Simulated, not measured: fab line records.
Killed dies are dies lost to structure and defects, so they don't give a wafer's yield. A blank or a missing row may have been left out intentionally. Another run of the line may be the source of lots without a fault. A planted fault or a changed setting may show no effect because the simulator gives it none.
Split-lot study    flow n5 finfet    on a route of 1938 steps: 7 lots, 21 wafers read

SPLIT DETAILS
At N5_BEOL_M4_ILD_DEP_00 (deposits SiOC from DEMS/O2, target thk 79 nm, time 15.3 s), the setting time s was moved away from the recipe's 15.3 s on 4 of the 21 wafers read, by +12.2% to +14.8%. The other wafers ran this setting at the recipe's value.

The file shows no step between the split and the reading.

THE READING
M4_ILD_THK (nm), taken at N5_BEOL_M4_THK_MEAS_01. On this fab line, fault-free wafers typically give 78.8 nm with a standard deviation of 0.92 nm.

wafer   tool, chamber at the split  time s as run, s  against the recipe  M4_ILD_THK, nm  against lot-mates on the recipe
L074.3  pecvd-03, 1                 17.48             +14.2%              89.1            +10.4
L074.5  pecvd-03, 1                 15.3              recipe              79.1            -
L074.6  pecvd-03, 0                 15.3              recipe              78.3            -
L076.2  pecvd-03, 1                 15.3              recipe              79.1            -
L076.3  pecvd-03, 0                 15.3              recipe              79.2            -
L076.4  pecvd-03, 0                 15.3              recipe              79.6            -
L079.1  pecvd-03, 0                 17.24             +12.7%              88.8            +9.1
L079.4  pecvd-03, 0                 15.3              recipe              79.9            -
L079.6  pecvd-03, 1                 15.3              recipe              79.4            -
L083.1  pecvd-03, 1                 15.3              recipe              77.2            -
L083.5  pecvd-03, 1                 15.3              recipe              78.5            -
L083.6  pecvd-03, 2                 15.3              recipe              79.1            -
L088.1  pecvd-01, 2                 15.3              recipe              79.1            -
L088.3  pecvd-01, 1                 17.16             +12.2%              87.9            +8.5
L088.5  pecvd-01, 0                 15.3              recipe              79.7            -
L092.2  pecvd-01, 1                 15.3              recipe              77.7            -
L092.5  pecvd-01, 1                 15.3              recipe              78.9            -
L092.6  pecvd-01, 0                 15.3              recipe              77.9            -
L095.1  pecvd-04, 0                 15.3              recipe              78.7            -
L095.4  pecvd-04, 0                 15.3              recipe              80.2            -
L095.5  pecvd-04, 1                 17.57             +14.8%              92.0            +12.5

THE FIT
A straight line over all 21 wafers: M4_ILD_THK changes by +0.785 nm for each +1% of time s; r = +0.98; the points scatter about the line by 0.85 nm.
The same after taking each lot's own level away (the mean of its wafers on the recipe; 21 wafers): +0.758 nm for each +1%; r = +0.99; scatter 0.61 nm.
According to that fit, moving time s by its largest amount changes the reading by 11 nm.
From 78.17 to 79.65 nm: that is the span of the lots' own levels, equal to 1.6 times the standard deviation above.
Hence the lot-to-lot level has little effect on the slope; both slopes agree.
Check: for one of the wafers moved furthest among these (+14.8%), held out of the fit, the line's prediction against its lot-mates is +10.7 nm. It came out at +12.5 nm against them.

ADDITIONAL SPLITS CARRIED BY THESE WAFERS
Before the reading, these wafers also passed through other splits. Each is held against what the fit with the lots' levels taken away leaves over:
other split on the same wafers    wafers away from the commonest value  r with M4_ILD_THK (lot level and that fit taken away)
N5_BEOL_M0_SAQP_COAT_34 spin rpm  8                                     +0.10
N5_BEOL_M0_ETCH_109 bias w        6                                     +0.00
N5_BEOL_M1_ETCH_64 bias w         12                                    +0.05
N5_BEOL_M2_PECVD_72 time s        9                                     +0.27

THE WHOLE CHAIN: every reading that the file lists as answering this split, in the file's order
step                    what it does                                               reading                                                                             change (the file's fit)                r (the file's)
N5_BEOL_M4_ILD_DEP_00   deposits SiOC from DEMS/O2, target thk 79 nm, time 15.3 s  SiOC_of_BEOL_M4_ILD_DEP_00.thk nm (the simulator's own value, which no gauge read)  +0.755 nm for each +1% of the setting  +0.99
N5_BEOL_M4_THK_MEAS_01                                                             M4_ILD_THK                                                                          +0.754 for each +1% of the setting     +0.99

FILE'S OWN FIT
M4_ILD_THK changes by +0.754 nm for each +1% of time s, r = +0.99.
